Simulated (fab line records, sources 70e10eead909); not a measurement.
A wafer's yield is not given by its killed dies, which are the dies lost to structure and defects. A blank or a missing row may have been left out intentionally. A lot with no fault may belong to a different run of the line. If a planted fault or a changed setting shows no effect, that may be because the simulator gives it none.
Matching of chambers :: flow nandHarc :: rieDiel-03 running NHARC_A_STAIRCASE_TRIM_220: 4 sister chambers
The step chemistry O2, time 211.2 s. 4 wafers are shown with their chamber, then 11 later ones without.

== EACH WAFER AND ITS CHAMBER ==
wafer: L081.5
chamber: 1
showerheadPlenumPTorr (Torr): 3.27

wafer: L085.2
chamber: 3
showerheadPlenumPTorr (Torr): 3.70

wafer: L085.5
chamber: 0
showerheadPlenumPTorr (Torr): 3.43

wafer: L090.1
chamber: 2
showerheadPlenumPTorr (Torr): 3.35

== WAFERS WITH NO CHAMBER GIVEN ==
wafer: L090.3
showerheadPlenumPTorr (Torr): 3.80

wafer: L090.5
showerheadPlenumPTorr (Torr): 3.80

wafer: L091.4
showerheadPlenumPTorr (Torr): 3.42

wafer: L091.5
showerheadPlenumPTorr (Torr): 3.69

wafer: L091.6
showerheadPlenumPTorr (Torr): 3.42

wafer: L093.2
showerheadPlenumPTorr (Torr): 3.35

wafer: L093.5
showerheadPlenumPTorr (Torr): 3.79

wafer: L093.6
showerheadPlenumPTorr (Torr): 3.42

wafer: L095.1
showerheadPlenumPTorr (Torr): 3.34

wafer: L095.4
showerheadPlenumPTorr (Torr): 3.42

wafer: L095.6
showerheadPlenumPTorr (Torr): 3.68

== THE CHAMBER EACH PASSED THROUGH ==
wafer: L090.3
from the rows above: 3
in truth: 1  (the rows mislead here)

wafer: L090.5
from the rows above: 3
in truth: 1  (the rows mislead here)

wafer: L091.4
from the rows above: can't be placed: 0 or 2
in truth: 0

wafer: L091.5
from the rows above: 3
in truth: 3

wafer: L091.6
from the rows above: can't be placed: 0 or 2
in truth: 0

wafer: L093.2
from the rows above: can't be placed: 2 or 0 or 1
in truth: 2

wafer: L093.5
from the rows above: 3
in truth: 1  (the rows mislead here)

wafer: L093.6
from the rows above: can't be placed: 0 or 2
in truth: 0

wafer: L095.1
from the rows above: can't be placed: 2 or 1 or 0
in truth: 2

wafer: L095.4
from the rows above: can't be placed: 0 or 2
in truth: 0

wafer: L095.6
from the rows above: 3
in truth: 3
Correct placement for 2 of the 11. Cannot be placed on the basis of these rows: 6; the candidates contain the true chamber in 6. 3 placed wrongly.
How it was worked out, from the rows above alone: a wafer's distance from a chamber is the root of the sum, over the readings, of the square of ((its reading less the chamber's mean) divided by the reading's scatter). The wafer belongs to the nearest chamber; if the next one is less than 2 further off, it can't be placed. Each chamber's mean is taken over the wafers shown for it. The scatter: with one shown wafer a chamber, the root of the mean of the squares of how far each hidden wafer lies from its nearest shown one.
